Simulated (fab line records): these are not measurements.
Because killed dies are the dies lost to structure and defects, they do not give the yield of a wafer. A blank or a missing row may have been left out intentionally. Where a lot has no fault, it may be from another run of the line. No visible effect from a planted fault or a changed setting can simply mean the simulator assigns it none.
Chamber matching :: flow n5Finfet :: N5_PMOS_HMC_CHANNEL_EPI_FIN_RECESS_16 on rieSi-02: 4 sister chambers
The step chemistry HBr/Cl2, target Si, target depth 54 nm, time 18 s. 4 wafers are shown with their chamber, then 12 later ones without.

EACH WAFER AND ITS CHAMBER
wafer: L084.1
chamber: 2
throttleValvePct (%): 35.34

wafer: L091.1
chamber: 0
throttleValvePct (%): 35.37

wafer: L091.2
chamber: 3
throttleValvePct (%): 35.72

wafer: L091.6
chamber: 1
throttleValvePct (%): 35.22

WAFERS WITHOUT THEIR CHAMBER
wafer: L092.1
throttleValvePct (%): 35.33

wafer: L092.2
throttleValvePct (%): 35.75

wafer: L092.6
throttleValvePct (%): 35.23

wafer: L093.1
throttleValvePct (%): 35.74

wafer: L093.4
throttleValvePct (%): 35.39

wafer: L093.6
throttleValvePct (%): 35.34

wafer: L096.2
throttleValvePct (%): 35.72

wafer: L096.4
throttleValvePct (%): 35.39

wafer: L096.5
throttleValvePct (%): 35.32

wafer: L097.2
throttleValvePct (%): 35.31

wafer: L097.3
throttleValvePct (%): 35.37

wafer: L097.6
throttleValvePct (%): 35.22

CHAMBER TAKEN BY EACH
wafer: L092.1
from the rows above: can't be placed: 2 or 0
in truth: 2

wafer: L092.2
from the rows above: 3
in truth: 3

wafer: L092.6
from the rows above: 1
in truth: 1

wafer: L093.1
from the rows above: 3
in truth: 3

wafer: L093.4
from the rows above: can't be placed: 0 or 2
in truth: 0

wafer: L093.6
from the rows above: can't be placed: 2 or 0
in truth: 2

wafer: L096.2
from the rows above: 3
in truth: 3

wafer: L096.4
from the rows above: can't be placed: 0 or 2
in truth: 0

wafer: L096.5
from the rows above: can't be placed: 2 or 0
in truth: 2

wafer: L097.2
from the rows above: can't be placed: 2 or 0
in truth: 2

wafer: L097.3
from the rows above: can't be placed: 0 or 2
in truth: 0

wafer: L097.6
from the rows above: 1
in truth: 1
Correct placement for 5 of the 12. From these rows, 7 cannot be placed; in 7 the true chamber is one of the candidates. Wrongly placed: 0.
How it was worked out, from the rows above alone: a wafer's distance from a chamber is the root of the sum, over the readings, of the square of ((its reading less the chamber's mean) divided by the reading's scatter). The wafer belongs to the nearest chamber; if the next one is less than 2 further off, it can't be placed. A chamber's mean is the mean of its shown wafers. The scatter: with one shown wafer a chamber, the root of the mean of the squares of how far each hidden wafer lies from its nearest shown one.
